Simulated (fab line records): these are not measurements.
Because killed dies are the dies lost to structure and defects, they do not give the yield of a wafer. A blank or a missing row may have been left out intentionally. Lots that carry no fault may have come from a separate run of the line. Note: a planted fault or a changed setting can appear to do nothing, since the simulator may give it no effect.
Code-filled problem report in 8D (eight disciplines) form	flow nand_harc	the parts of the form that need people (team, actions taken, sign-off) are left out

== 1. THE ISSUE ==
Wafers without a fault read 348.0 W, standard deviation 1.1; rf_fwd_power_W at NHARC_A_CONTACT_DEP_58 reads a mean of 404.0 W on 6 wafers belonging to 2 lots. That is +51 standard deviations from the usual mean.
The step: deposits SiON, target thk 90 nm.
Seen first at day 26 03:17 on pecvd-02, wafer L839.1. At this step, 36 wafers from 12 lots have a number in the record. Rule for "out" (also "out of limits"): further than 4 standard deviations from the usual mean. The rest of the wafers with a number are treated as sound.

== 2. WHAT THIS IS AND IS NOT ==
question	is	is not
which readings at this step	rf_fwd_power_W	chamber_pressure_Torr, heater_power_w
which lots	L838, L839	L829, L830, L840, L843, L845, L846, L847, L849, L850, L851
which wafers of those lots	all that have a number	-
read on which tools	pecvd-02	pecvd-03, pecvd-04
when	from day 26 03:17	up to then (6 sound wafers); but 24 sound wafers of L840, L843, L845, L846, L847, L849, L850, L851 came after

== 3. SUSPECTS, AND WHAT RULES EACH OUT ==
Counting: any tool at a process step up to the reading is kept as a suspect provided that every lot that is out went through it and no sound lot did after the first of them.
- har_cap_etch-03 at NHARC_A_CONTACT_ETCH_114 (etches the open film in C4F8/O2/Ar, time 190 s, target depth 1850 nm): ruled out as a lasting fault. Following L839 (day 25 20:11), the first lot on it that is out, the sound lots L847, L849 were run on it.
- har_cap_etch-03 at NHARC_A_CONTACT_ETCH_115 (etches the open film in C4F8/O2/Ar, time 190 s, target depth 1850 nm): ruled out as a lasting fault. Following L839 (day 25 20:21), the first lot on it that is out, the sound lots L847, L849 were run on it.
- rie_diel-13 at NHARC_A_CONTACT_ETCH_102 (etches the open film in CF4/O2, target depth 100 nm, overetch 10 nm, time 55 s): ruled out as a lasting fault. Following L839 (day 25 23:26), the first lot on it that is out, the sound lots L843, L851 were run on it.
- pecvd-02 at NHARC_A_CONTACT_DEP_58 (deposits SiON, target thk 90 nm): ruled out as a lasting fault. Following L839 (day 26 03:17), the first lot on it that is out, the sound lots L845, L850 were run on it.
Left after counting: nothing in the record.

== 4. THE CAUSE (what the simulator had put in) ==
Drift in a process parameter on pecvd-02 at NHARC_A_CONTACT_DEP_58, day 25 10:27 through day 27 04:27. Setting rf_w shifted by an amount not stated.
Counting ruled it out, wrongly.

== 5. THE CHAIN OF EFFECTS, in route order ==
One row per reading whose mean, taken over the struck wafers that have a number, lies over 3 standard deviations from the usual. Only readings whose record carries a usual standard deviation are examined. hours: median over the lots of the time between each lot's start at the first step of this table that gives one and its start at this step. sigmas: the change, counted in usual standard deviations.
hours	step	reading	usual	on struck wafers	change	sigmas
0	NHARC_A_CONTACT_DEP_58	rf_fwd_power_W	348.0 W	404.0	+56.0	+51
Here are the process steps it includes:
- NHARC_A_CONTACT_DEP_58: deposits SiON, target thk 90 nm.

== 6. HOW IT WOULD HAVE BEEN CAUGHT EARLIER ==
In this record the first reading out of limits was taken at day 26 03:17, 17 hours after the fault began at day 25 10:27.
